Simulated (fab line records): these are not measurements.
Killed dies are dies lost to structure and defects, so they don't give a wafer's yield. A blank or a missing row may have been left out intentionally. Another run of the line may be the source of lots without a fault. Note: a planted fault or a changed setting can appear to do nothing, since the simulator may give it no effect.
Chamber matching | flow n5_finfet | N5_BEOL_M4_DEP_57 on pecvd-02 has 3 sister chambers
The step deposits SiCN from 3MS/NH3, target thk 8 nm, time 14 s. 20 wafers are shown with their chamber, then 10 later ones without.

## WAFERS WITH THEIR CHAMBER
wafer  | chamber | showerhead_plenum_p_Torr (Torr) | throttle_valve_pct (%)
L074.1 | 2       | 3.643                           | 8.8
L074.4 | 0       | 3.659                           | 8.2
L074.6 | 2       | 3.659                           | 8.8
L079.1 | 2       | 3.647                           | 8.7
L079.2 | 0       | 3.653                           | 8.6
L079.4 | 2       | 3.654                           | 8.9
L080.1 | 1       | 3.677                           | 9.6
L080.3 | 2       | 3.649                           | 8.7
L080.6 | 2       | 3.648                           | 8.7
L082.1 | 2       | 3.651                           | 8.8
L082.2 | 1       | 3.669                           | 9.0
L082.6 | 1       | 3.676                           | 9.1
L085.2 | 2       | 3.659                           | 8.9
L085.4 | 2       | 3.648                           | 9.0
L085.5 | 0       | 3.659                           | 8.7
L084.3 | 0       | 3.660                           | 8.6
L084.5 | 0       | 3.659                           | 8.5
L084.6 | 1       | 3.680                           | 9.2
L087.3 | 2       | 3.649                           | 9.1
L087.4 | 0       | 3.668                           | 8.4

SIGNATURES (means of the wafers above)
reading                  | chamber 0 | chamber 1 | chamber 2 | scatter within a chamber
showerhead_plenum_p_Torr | 3.65967   | 3.67550   | 3.65070   | 0.00498
throttle_valve_pct       | 8.500     | 9.225     | 8.840     | 0.177
Rule: for each reading, subtract the chamber's mean from the wafer's reading, divide by that reading's scatter and square the result; add these up over the readings and take the root, which gives the wafer's distance from the chamber. If the next closest chamber is less than 2 further off than the closest, the wafer can't be placed; otherwise it belongs to the closest. The scatter: take each reading less its chamber's mean, square it, sum over the shown wafers, divide by the number of wafers less the number of chambers, and take the root.

## WAFERS WHOSE CHAMBER IS MISSING
wafer  | showerhead_plenum_p_Torr (Torr) | throttle_valve_pct (%)
L087.6 | 3.656                           | 9.0
L091.1 | 3.651                           | 9.0
L091.2 | 3.673                           | 9.3
L091.3 | 3.660                           | 8.6
L094.1 | 3.663                           | 9.3
L094.4 | 3.659                           | 8.4
L094.6 | 3.666                           | 9.3
L097.1 | 3.671                           | 9.6
L097.5 | 3.660                           | 8.5
L097.6 | 3.671                           | 9.2

## WHICH CHAMBER EACH ONE RAN IN
wafer  | from the rows above     | in truth
L087.6 | can't be placed: 2 or 0 | 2
L091.1 | 2                       | 2
L091.2 | 1                       | 1
L091.3 | can't be placed: 0 or 2 | 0
L094.1 | can't be placed: 1 or 2 | 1
L094.4 | 0                       | 0
L094.6 | 1                       | 1
L097.1 | 1                       | 1
L097.5 | 0                       | 0
L097.6 | 1                       | 1
Correctly placed: 7 of 10. Unplaceable from these rows: 3, with the true chamber sitting among the candidates in 3. Wrongly placed: 0.
